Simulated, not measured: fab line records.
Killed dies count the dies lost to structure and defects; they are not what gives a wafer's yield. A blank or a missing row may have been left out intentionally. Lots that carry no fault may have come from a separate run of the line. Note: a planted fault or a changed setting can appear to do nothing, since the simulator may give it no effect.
Struck lot and sound lot, side by side    flow n5 finfet    39 out of 1938 route steps
Sound: wafers L714.2, L714.5, L714.6. The struck wafers were L718.4, L718.5, L718.6. Last of all comes the cause.
For every step that has rows: the tool of each side, followed by ch and its chambers, followed by its first start. Under that, the readings that differ: sound wafers    struck wafers    difference of the means    sigmas: that difference in standard deviations of wafers without a fault.
alike: readings whose means differ by less than 2 such deviations, and words and numbers that are the same on both sides. not compared: withheld readings, readings that some wafer has no value for, bounds like >300 that may hide the same value, and numbers for which the record gives no deviation and whose values overlap.
A row with sigmas, a row that says differs or no value, or rows on one side alone: a step with any of these is where the two part. Numbers that have no deviation but don't overlap get no sigmas and don't part them. A reading that every wafer of one side lacks parts them only if that side has two wafers or more.

first, 11 steps without rows for these wafers: N5_ZERO_LAYER_HMDS_04 (time 60 s); N5_ZERO_LAYER_COAT_05 (resist thk 1000 nm); N5_ZERO_LAYER_EBR_07; N5_ZERO_LAYER_SOFTBAKE_06 (time 90 s); N5_ZERO_LAYER_EXPOSE_08 (exposes mask ZERO, defocus 0 nm, target cd 2000 nm); N5_ZERO_LAYER_PEB_09; N5_ZERO_LAYER_DEVELOP_10 (develop time 60 s); N5_ZERO_LAYER_HARDBAKE_23 (time 120 s); N5_ZERO_LAYER_DESCUM_16 (chemistry O2, time 7.9 s); N5_ZERO_LAYER_ETCH_17 (etches SiO2 in CF4, target depth 12 nm, time 13.3 s); N5_ZERO_LAYER_ETCH_18 (etches Si in HBr/Cl2, target depth 120 nm, time 40 s).
N5_ZERO_LAYER_STRIP_24: strips in O2.
  sound on plasma asher-01 ch 0,1, day 5 01:34; struck on plasma asher-01 ch 0,1, day 6 01:20
  alike: chamber pressure mTorr, drypump motor current A, heater power w, oes product au, strip time to endpoint s
  not compared: rf hours counter h
then, 1 step without rows for these wafers: N5_ZERO_LAYER_STRIP_19 (strips in SPM, time 900 s).
N5_ZERO_LAYER_INSPECT_20: inspects for defects (darkfield).
  sound: defect inspect-02 at day 5 01:56; struck: defect inspect-02 at day 6 01:40
reading           sound     struck       difference  sigmas
raw defect count  58 92 32  971 944 979  +904        +60
then, 8 steps without rows for these wafers: N5_WELL_APT_HMDS_01 (time 60 s); N5_WELL_APT_COAT_02 (resist thk 950 nm); N5_WELL_APT_EBR_04; N5_WELL_APT_SOFTBAKE_03 (time 60 s); N5_WELL_APT_EXPOSE_05 (exposes mask NWELL, defocus 0 nm, target cd 200 nm); N5_WELL_APT_PEB_06 (peb time 90 s); N5_WELL_APT_DEVELOP_07 (develop time 45 s); N5_WELL_APT_HARDBAKE_12 (time 120 s).
N5_WELL_APT_INSPECT_10: inspects for defects (macro).
  sound: defect inspect-02 at day 5 02:25; struck: defect inspect-01 at day 6 02:02
reading           sound  struck          difference  sigmas
raw defect count  2 3 2  >300 >300 >300  differs     
then, 12 steps without rows for these wafers: N5_WELL_APT_DESCUM_13 (chemistry O2, time 7.9 s); N5_WELL_APT_IMPLANT_14; N5_WELL_APT_IMPLANT_15; N5_WELL_APT_STRIP_16 (strips in SPM, time 900 s); N5_WELL_APT_HMDS_18 (time 60 s); N5_WELL_APT_COAT_19 (resist thk 950 nm); N5_WELL_APT_EBR_21; N5_WELL_APT_SOFTBAKE_20 (time 60 s); N5_WELL_APT_EXPOSE_22 (exposes mask PWELL, defocus 0 nm, target cd 200 nm); N5_WELL_APT_PEB_23 (peb time 90 s); N5_WELL_APT_DEVELOP_24 (develop time 45 s); N5_WELL_APT_HARDBAKE_29 (time 120 s).
N5_WELL_APT_INSPECT_27: inspects for defects (macro).
  sound: defect inspect-02 at day 5 03:34; struck: defect inspect-02 at day 6 03:16
reading           sound  struck          difference  sigmas
raw defect count  3 1 1  >300 >300 >300  differs     
then, 1 step without rows for these wafers: N5_WELL_APT_DESCUM_30 (chemistry O2, time 7.9 s).
N5_WELL_APT_INSPECT_38: inspects for defects (darkfield).
  sound: defect inspect-02 at day 5 05:20; struck: defect inspect-01 at day 6 07:43
reading           sound     struck       difference  sigmas
raw defect count  24 13 15  933 942 958  +927        +99 or more
-- here the record skips 6 days between the struck wafers' starts before and after, leaving off in module WELL_APT and picking up in module BEOL_M4 (first step shown: number 1111 of the route) --
N5_BEOL_M4_RC_MEAS_101:
  sound on prober-02 ch 0, day 11 04:39; struck on prober-02 ch 0, day 12 14:25
reading        sound           struck          difference  sigmas
DIBL_P (mV/V)  35.0 34.8 32.7  39.2 37.8 37.0  +3.8        +2
  alike: DIBL_N, IOFF_N, IOFF_P, ION_N, ION_P, SS_N, SS_P, VT_N, VT_P

== WHERE THEY PART ==
Last at N5_BEOL_M4_RC_MEAS_101 as far as this record goes, first at N5_ZERO_LAYER_INSPECT_20.

WHY: what the simulator had put in
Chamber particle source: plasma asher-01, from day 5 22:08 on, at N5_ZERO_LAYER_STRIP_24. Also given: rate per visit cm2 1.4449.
